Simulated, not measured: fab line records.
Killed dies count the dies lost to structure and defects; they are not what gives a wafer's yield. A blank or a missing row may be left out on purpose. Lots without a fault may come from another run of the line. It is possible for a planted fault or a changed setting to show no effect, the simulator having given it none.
Split-lot study -- flow n5 finfet -- 39 wafers read across 7 lots, on a route 1938 steps long

## ON THE SPLIT
At N5_BEOL_M13_ILD_DEP_00 (deposits SiOC from DEMS/O2, target thk 837.92 nm, time 166.4 s), the setting target thk a was moved away from the recipe's 8379.2 angstrom on 15 of the 39 wafers read, by -57.7% to +36.3%. The other wafers ran this setting at the recipe's value.

Split to reading: the file shows no intervening step.

## THE READING
M13_ILD_THK (nm), taken at N5_BEOL_M13_THK_MEAS_01. Fault-free wafers of this fab line usually give 838 nm, standard deviation 11 nm.

wafer,"tool, chamber at the split","target thk a as run, angstrom",against the recipe,"M13_ILD_THK, nm",against lot-mates on the recipe
L074.1,"pecvd-02, 1",8379.2,recipe,820,-
L074.2,"pecvd-02, 0",8379.2,recipe,837,-
L074.3,"pecvd-02, 2",10680,+27.5%,1055,+221
L074.4,"pecvd-02, 1",10680,+27.5%,1069,+235
L074.5,"pecvd-02, 0",8379.2,recipe,845,-
L074.6,"pecvd-02, 2",10680,+27.5%,1065,+231
L077.1,"pecvd-02, 2",8379.2,recipe,843,-
L077.2,"pecvd-02, 0",8379.2,recipe,842,-
L077.3,"pecvd-02, 1",8379.2,recipe,830,-
L077.4,"pecvd-02, 2",9888,+18.0%,991,+153
L077.5,"pecvd-02, 0",9888,+18.0%,1009,+171
L077.6,"pecvd-02, 1",9888,+18.0%,998,+160
L081.1,"pecvd-04, 2",4909,-41.4%,507,-345
L081.2,"pecvd-04, 1",4909,-41.4%,490,-362
L081.3,"pecvd-04, 0",8379.2,recipe,837,-
L081.4,"pecvd-04, 0",8379.2,recipe,844,-
L081.5,"pecvd-04, 1",4909,-41.4%,494,-358
L081.6,"pecvd-04, 2",8379.2,recipe,875,-
L082.1,"pecvd-02, 1",8379.2,recipe,825,-
L082.2,"pecvd-02, 2",8379.2,recipe,825,-
L082.3,"pecvd-02, 0",8379.2,recipe,833,-
L082.4,"pecvd-02, 0",8379.2,recipe,849,-
L082.5,"pecvd-02, 2",8379.2,recipe,850,-
L082.6,"pecvd-02, 1",8379.2,recipe,844,-
L084.1,"pecvd-04, 0",8379.2,recipe,835,-
L084.2,"pecvd-04, 2",11420,+36.3%,1135,+294
L084.3,"pecvd-04, 1",11420,+36.3%,1133,+292
L084.4,"pecvd-04, 1",8379.2,recipe,840,-
L084.5,"pecvd-04, 2",11420,+36.3%,1156,+315
L084.6,"pecvd-04, 0",8379.2,recipe,849,-
L086.1,"pecvd-04, 1",3548,-57.7%,344,-499
L086.2,"pecvd-04, 0",8379.2,recipe,844,-
L086.3,"pecvd-04, 2",3548,-57.7%,361,-482
L086.4,"pecvd-04, 1",8379.2,recipe,838,-
L086.5,"pecvd-04, 2",8379.2,recipe,848,-
L086.6,"pecvd-04, 0",3548,-57.7%,364,-479
L094.2,"pecvd-02, 2",8379.2,recipe,821,-
L094.3,"pecvd-02, 0",8379.2,recipe,821,-
L094.6,"pecvd-02, 2",8379.2,recipe,841,-

FIT RESULTS
A straight line over all 39 wafers: M13_ILD_THK changes by +8.34 nm for each +1% of target thk a; r = +1.00; the points scatter about the line by 11 nm.
The same after taking each lot's own level away (the mean of its wafers on the recipe; 39 wafers): +8.45 nm for each +1%; r = +1.00; scatter 10 nm.
That fit puts the effect of the largest move of target thk a on the reading at 4.9e+02 nm.
From 827.7 to 852.0 nm: that is the span of the lots' own levels, equal to 2.2 times the standard deviation above.
The two slopes agree, so the slope changes little with the lot-to-lot level.
Check: for one of the wafers moved furthest among these (-57.7%), held out of the fit, the line's prediction against its lot-mates is -485 nm. It came out at -499 nm against them.

## ADDITIONAL SPLITS CARRIED BY THESE WAFERS
Before the reading, these wafers also passed through other splits. Each is held against what the fit with the lots' levels taken away leaves over:
other split on the same wafers,wafers away from the commonest value,r with M13_ILD_THK (lot level and that fit taken away)
N5_BEOL_M11_DESCUM_16 time s,12,-0.21

## THE WHOLE CHAIN: every reading that the file lists as answering this split, in the file's order
step,what it does,reading,change (the file's fit),r (the file's)
N5_BEOL_M13_ILD_DEP_00,"deposits SiOC from DEMS/O2, target thk 837.92 nm, time 166.4 s","SiOC_of_BEOL_M13_ILD_DEP_00.thk nm (the simulator's own value, which no gauge read)",+8.45 nm for each +1% of the setting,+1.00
N5_BEOL_M13_THK_MEAS_01,,M13_ILD_THK,+8.45 for each +1% of the setting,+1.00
N5_BEOL_M13_VIA_ETCH_16,"etches SiOC in C4F8/O2/Ar, target depth 921.7 nm","etch.depth nm (the simulator's own value, which no gauge read)",+8.45 nm for each +1% of the setting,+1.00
N5_BEOL_M13_VIA_ETCH_16,"etches SiOC in C4F8/O2/Ar, target depth 921.7 nm","coat_of_BEOL_M13_COAT_04.thk nm (the simulator's own value, which no gauge read)",-2.37 nm for each +1% of the setting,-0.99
N5_BEOL_M13_STRIP_63,strips in N2/H2,oes product au,"not straight: 0.802 at the lowest setting, 0.672 at the recipe, 0.233 at the highest",not given
N5_BEOL_M13_STRIP_63,strips in N2/H2,strip time to endpoint s,"not straight: withheld at the lowest setting, withheld at the recipe, withheld at the highest",not given
N5_BEOL_M13_ETCH_38,"etches SiCN in CF4/N2, target depth 67.5 nm, time 71.9 s","SiOC_of_BEOL_M13_ILD_DEP_00.thk nm (the simulator's own value, which no gauge read)",+8.46 nm for each +1% of the setting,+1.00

## FILE'S OWN FIT
M13_ILD_THK changes by +8.45 nm for each +1% of target thk a, r = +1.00.
